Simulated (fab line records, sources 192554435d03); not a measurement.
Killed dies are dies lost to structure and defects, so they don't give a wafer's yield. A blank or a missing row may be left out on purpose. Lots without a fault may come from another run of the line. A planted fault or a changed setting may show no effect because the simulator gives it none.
A struck lot beside a sound one | flow n5_finfet | 18 steps out of a route of 1938
Sound: wafers L251.1, L251.2, L251.4. Struck: wafers L263.2, L263.3, L263.4. The cause comes at the end.
At each step with rows: each side's tool, then ch and its chambers, then its first start. Under that, the readings that differ: sound wafers | struck wafers | difference of the means | sigmas: that difference in standard deviations of wafers without a fault.
alike: readings whose means differ by less than 2 such deviations, and words and numbers that are the same on both sides. not compared: withheld readings, readings that some wafer has no value for, bounds like >300 that may hide the same value, and numbers for which the record gives no deviation and whose values overlap.
The two part at a step that has a row with sigmas, a row that says differs or no value, or rows on one side only. Numbers that don't overlap but have no deviation are shown without sigmas and don't part them. A reading that every wafer of one side lacks parts them only if that side has two wafers or more.

first, 9 steps without rows for these wafers: N5_BEOL_M10_DESCUM_16 (chemistry O2, time 7.9 s); N5_BEOL_M10_ETCH_61 (etches SiARC in CF4, target depth 39 nm, time 65 s); N5_BEOL_M10_ETCH_62 (etches SOC in N2/H2, target depth 110 nm, overetch 22 nm, time 165 s); N5_BEOL_M10_STRIP_68 (strips in N2/H2); N5_BEOL_M10_STRIP_67 (strips in CF4); N5_BEOL_M10_HM_OPEN_17 (chemistry Cl2/BCl3, target TiN, target depth 20 nm, overetch 6 nm); N5_BEOL_M10_STRIP_19 (strips in O2); N5_BEOL_M10_COAT_63 (time 60 s, resist thk 100 nm); N5_BEOL_M10_COAT_64 (time 60 s, resist thk 30 nm).
N5_BEOL_M10_COAT_22: resist thk 90 nm.
  sound on litho_track-05 ch 0, day 10 18:46; struck on litho_track-05 ch 0, day 13 12:35
  reading                                       | sound                | struck               | difference | sigmas
  spin_speed_rpm (rpm)                          | 1501.1 1501.3 1499.3 | 1465.8 1466.1 1464.3 | -35.2      | -37
  model.CAR-ArF_of_BEOL_M10_COAT_22.thk_nm (nm) | 90.4 89.8 89.8       | 91.6 91.6 91.4       | +1.5       |
then, 6 steps without rows for these wafers: N5_BEOL_M10_EBR_24; N5_BEOL_M10_SOFTBAKE_23 (time 60 s); N5_BEOL_M10_EXPOSE_25 (exposes mask V9); N5_BEOL_M10_PEB_26 (peb time 60 s); N5_BEOL_M10_DEVELOP_27 (develop time 30 s); N5_BEOL_M10_DESCUM_33 (chemistry O2, time 7.9 s).
N5_BEOL_M10_ETCH_65: etches SiARC in CF4, target depth 39 nm, time 65 s.
  sound on rie_diel-03 ch 0,1,2, day 10 19:15; struck on rie_diel-03 ch 0,1,2, day 13 13:29
  reading                                       | sound        | struck     | difference | sigmas
  model.CAR-ArF_of_BEOL_M10_COAT_22.thk_nm (nm) | 56 55.4 55.4 | 57 57.2 57 | +1         |
  alike: bias_w, drypump_motor_current_A, etch_rf_on_time_s, oes_product_au, rf_fwd_power_W, rf_vpp_V, showerhead_plenum_p_Torr, throttle_valve_pct
  not compared: rf_hours_counter_h
then, 1 step without rows for these wafers: N5_BEOL_M10_ETCH_66 (etches SOC in N2/H2, target depth 120 nm, overetch 24 nm, time 180 s).

WHERE THEY PART
Only at N5_BEOL_M10_COAT_22, within this record. Later steps at which nothing parts them and some readings are alike: N5_BEOL_M10_ETCH_65.

WHY: what the simulator had put in
Process parameter drift: litho_track-05, from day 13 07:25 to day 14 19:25, at N5_BEOL_M10_COAT_22. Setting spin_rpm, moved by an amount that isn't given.
